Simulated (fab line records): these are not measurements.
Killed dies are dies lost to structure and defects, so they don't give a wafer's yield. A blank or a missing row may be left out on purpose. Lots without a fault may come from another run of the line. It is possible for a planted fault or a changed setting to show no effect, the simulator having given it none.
The tool behind it: which one? | flow n5 finfet | Sampling: 10 lots, 30 wafers, 5 of 1938 route steps

WHAT THE GAUGES READ, wafer by wafer
N5_BEOL_M4_RC_MEAS_101. Usual: DIBL_N 36.4 mV/V, standard deviation 1.4; DIBL_P 36.3 mV/V, standard deviation 1.8; IOFF_N 0.163 nA/um, standard deviation 0.024; IOFF_P 0.21 nA/um, standard deviation 0.034; ION_N 673 uA/um, standard deviation 11; ION_P 461 uA/um, standard deviation 7.4; SS_N 71.6 mV/dec, standard deviation 0.52; SS_P 73.3 mV/dec, standard deviation 0.58; VT_N 249.4 mV, standard deviation 2.5; VT_P -250 mV, standard deviation 3.5.
lot  | measured     | on        | DIBL_N (mV/V)  | DIBL_P (mV/V)  | IOFF_N (nA/um)    | IOFF_P (nA/um) | ION_N (uA/um) | ION_P (uA/um) | SS_N (mV/dec)  | SS_P (mV/dec)  | VT_N (mV)         | VT_P (mV)      | flag
L705 | day 8 02:40  | prober-02 | 37.2 36.7 37.6 | 37.1 37.9 37.5 | 0.176 0.180 0.190 | 0.21 0.23 0.22 | 668 684 673   | 451 467 456   | 71.9 71.8 71.6 | 73.0 73.3 72.7 | 248.3 248.2 248.1 | -249 -249 -249 |
L707 | day 8 18:12  | prober-02 | 36.8 36.2 35.0 | 37.2 36.3 35.3 | 0.173 0.167 0.147 | 0.19 0.19 0.17 | 674 685 668   | 449 455 453   | 71.8 71.4 71.9 | 73.8 72.5 72.8 | 246.7 246.7 251.3 | -254 -254 -254 |
L708 | day 9 00:22  | prober-02 | 34.6 36.9 37.7 | 33.8 36.4 38.1 | 0.118 0.154 0.176 | 0.20 0.25 0.27 | 651 661 682   | 458 462 477   | 70.6 72.2 72.1 | 72.5 72.9 74.1 | 254.1 247.8 249.6 | -248 -247 -243 |
L709 | day 9 09:47  | prober-01 | 37.5 39.0 37.6 | 38.4 39.6 38.6 | 0.198 0.209 0.190 | 0.24 0.26 0.24 | 678 679 682   | 458 460 469   | 72.5 72.6 71.7 | 74.3 74.2 73.8 | 247.3 246.0 248.4 | -249 -252 -249 |
L712 | day 9 20:26  | prober-02 | 36.0 35.0 36.5 | 36.8 35.7 37.7 | 0.169 0.145 0.174 | 0.23 0.21 0.26 | 665 666 680   | 461 457 475   | 72.1 71.0 71.9 | 73.5 73.2 73.9 | 248.2 248.0 247.9 | -247 -249 -244 |
L714 | day 10 02:36 | prober-02 | 37.4 37.1 35.2 | 37.7 37.6 35.3 | 0.189 0.195 0.146 | 0.24 0.24 0.20 | 675 708 686   | 464 472 470   | 71.9 71.1 71.2 | 73.2 73.7 73.1 | 245.7 246.1 252.9 | -250 -247 -251 |
L722 | day 11 22:14 | prober-01 | 35.6 35.3 37.2 | 34.6 34.4 37.2 | 0.142 0.139 0.175 | 0.17 0.17 0.21 | 658 671 675   | 449 454 463   | 71.2 71.2 71.5 | 72.6 72.4 73.6 | 251.1 253.0 246.6 | -254 -258 -252 |
L721 | day 12 02:36 | prober-01 | 36.4 34.9 35.2 | 37.2 35.6 36.2 | 0.175 0.147 0.153 | 0.22 0.19 0.19 | 676 683 682   | 461 465 468   | 71.5 70.5 70.8 | 73.4 72.6 72.1 | 248.3 248.1 249.0 | -248 -251 -251 |
L725 | day 13 15:14 | prober-02 | 35.1 36.0 35.1 | 34.8 35.2 35.0 | 0.137 0.146 0.142 | 0.19 0.20 0.20 | 665 666 662   | 460 455 456   | 70.9 71.1 70.9 | 73.0 72.9 72.6 | 250.8 251.1 248.0 | -250 -250 -248 |
L726 | day 13 12:08 | prober-02 | 35.3 34.5 35.9 | 31.4 30.9 32.4 | 0.130 0.117 0.137 | 0.15 0.14 0.16 | 674 669 660   | 453 450 446   | 71.3 70.8 70.6 | 72.9 72.6 72.0 | 250.6 251.5 250.8 | -258 -257 -255 |

WHICH TOOL RAN EACH LOT (tool, then ch and the chambers of the sampled wafers, then the start)
lot  | N5_BEOL_M3_ANNEAL_80         | N5_BEOL_M3_SPUTTER_86        | N5_BEOL_M3_SPUTTER_88        | N5_BEOL_M4_COAT_05
L705 | pvd sputter-03, day 7 16:28  | pvd sputter-03, day 7 16:50  | pvd sputter-03, day 7 17:03  | litho track-02 ch 0, day 7 20:11
L707 | pvd sputter-02, day 8 05:11  | pvd sputter-02, day 8 05:32  | pvd sputter-02, day 8 05:46  | litho track-05 ch 0, day 8 09:50
L708 | pvd sputter-02, day 8 08:05  | pvd sputter-02, day 8 08:26  | pvd sputter-02, day 8 08:40  | litho track-03 ch 0, day 8 12:29
L709 | pvd sputter-01, day 8 21:04  | pvd sputter-01, day 8 21:25  | pvd sputter-01, day 8 21:38  | litho track-05 ch 0, day 9 00:15
L712 | pvd sputter-02, day 9 08:11  | pvd sputter-02, day 9 08:32  | pvd sputter-02, day 9 08:46  | litho track-05 ch 0, day 9 12:00
L714 | pvd sputter-01, day 9 11:33  | pvd sputter-01, day 9 11:55  | pvd sputter-01, day 9 12:08  | litho track-05 ch 0, day 9 15:52
L722 | pvd sputter-03, day 11 10:45 | pvd sputter-03, day 11 11:07 | pvd sputter-03, day 11 11:20 | litho track-03 ch 0, day 11 14:28
L721 | pvd sputter-02, day 11 12:16 | pvd sputter-02, day 11 12:37 | pvd sputter-02, day 11 12:50 | litho track-02 ch 0, day 11 15:10
L725 | pvd sputter-03, day 12 22:31 | pvd sputter-03, day 12 22:52 | pvd sputter-03, day 12 23:05 | litho track-05 ch 0, day 13 03:04
L726 | pvd sputter-01, day 12 22:41 | pvd sputter-01, day 12 23:02 | pvd sputter-01, day 12 23:16 | litho track-02 ch 0, day 13 03:07
- N5_BEOL_M3_ANNEAL_80: time 240 s.
- N5_BEOL_M3_SPUTTER_86: material Cu, target thk 4.5 nm, time 8.29 s.
- N5_BEOL_M3_SPUTTER_88: material Cu, target thk 4.5 nm, time 8.29 s.
- N5_BEOL_M4_COAT_05: resist thk 30 nm.

WHAT THE TOOLS THEMSELVES READ (means of the sampled wafers that have a number; where no wafer has one, the mark that the record gives instead)
N5_BEOL_M3_ANNEAL_80. Usual: heater power w 834 W, standard deviation 92.
lot  | tool           | heater power w (W) | flag
L705 | pvd sputter-03 | 768                |
L707 | pvd sputter-02 | 945                |
L708 | pvd sputter-02 | 951                |
L709 | pvd sputter-01 | 736                |
L712 | pvd sputter-02 | 919                |
L714 | pvd sputter-01 | 740                |
L722 | pvd sputter-03 | 779                |
L721 | pvd sputter-02 | 956                |
L725 | pvd sputter-03 | 808                |
L726 | pvd sputter-01 | 845                |

N5_BEOL_M3_SPUTTER_86. Usual: chuck gas flow sccm 1.27 sccm, standard deviation 0.05; throttle valve pct 30.3 %, standard deviation 1.2.
lot  | tool           | chuck gas flow sccm (sccm) | throttle valve pct (%) | flag
L705 | pvd sputter-03 | 1.26                       | 30.5                   |
L707 | pvd sputter-02 | 1.23                       | 29.6                   |
L708 | pvd sputter-02 | 1.28                       | 30.6                   |
L709 | pvd sputter-01 | 1.31                       | 29.7                   |
L712 | pvd sputter-02 | 1.29                       | 31.2                   |
L714 | pvd sputter-01 | 1.28                       | 30.0                   |
L722 | pvd sputter-03 | 1.26                       | 30.1                   |
L721 | pvd sputter-02 | 1.28                       | 30.4                   |
L725 | pvd sputter-03 | 1.30                       | 29.8                   |
L726 | pvd sputter-01 | 1.28                       | 30.4                   |

N5_BEOL_M3_SPUTTER_88. Usual: chuck gas flow sccm 1.26 sccm, standard deviation 0.055; throttle valve pct 30.3 %, standard deviation 1.2.
lot  | tool           | chuck gas flow sccm (sccm) | throttle valve pct (%) | flag
L705 | pvd sputter-03 | 1.26                       | 30.6                   |
L707 | pvd sputter-02 | 1.23                       | 29.6                   |
L708 | pvd sputter-02 | 1.28                       | 30.6                   |
L709 | pvd sputter-01 | 1.18                       | 29.7                   |
L712 | pvd sputter-02 | 1.25                       | 31.3                   |
L714 | pvd sputter-01 | 1.24                       | 29.9                   |
L722 | pvd sputter-03 | 1.27                       | 30.2                   |
L721 | pvd sputter-02 | 1.25                       | 30.6                   |
L725 | pvd sputter-03 | 1.27                       | 29.8                   |
L726 | pvd sputter-01 | 1.26                       | 30.4                   |

N5_BEOL_M4_COAT_05. Usual: spin speed rpm 1500.0 rpm, standard deviation 0.98.
lot  | tool           | spin speed rpm (rpm) | flag
L705 | litho track-02 | 1499.0               |
L707 | litho track-05 | 1501.0               |
L708 | litho track-03 | 1500.8               |
L709 | litho track-05 | 1500.1               |
L712 | litho track-05 | 1369.8               | OFF
L714 | litho track-05 | 1368.8               | OFF
L722 | litho track-03 | 1500.2               |
L721 | litho track-02 | 1499.8               |
L725 | litho track-05 | 1499.1               |
L726 | litho track-02 | 1499.6               |

THE ANSWER, worked out from the rows above alone
Rule: a lot counts as off when the mean over its wafers that have a number is more than 3 standard deviations away from the usual mean. Also off: a lot with no number at a reading for which 4 or more lots have one. Any other lot the step has rows for is counted as sound. First the gauges in route order, then the tools' own readings, where a lot's mean is used as printed above. At the first step where some lot is off, the reading lying furthest off is the one used; lots without a number count as furthest.
Off at N5_BEOL_M4_COAT_05 (spin speed rpm): L712, L714.
A tool fits if, at that step or a process step before it, it ran every lot that is off, and no sound lot after the first of them. Not one of the candidates tried fits.

WHAT HAD BEEN PUT IN BY THE SIMULATOR
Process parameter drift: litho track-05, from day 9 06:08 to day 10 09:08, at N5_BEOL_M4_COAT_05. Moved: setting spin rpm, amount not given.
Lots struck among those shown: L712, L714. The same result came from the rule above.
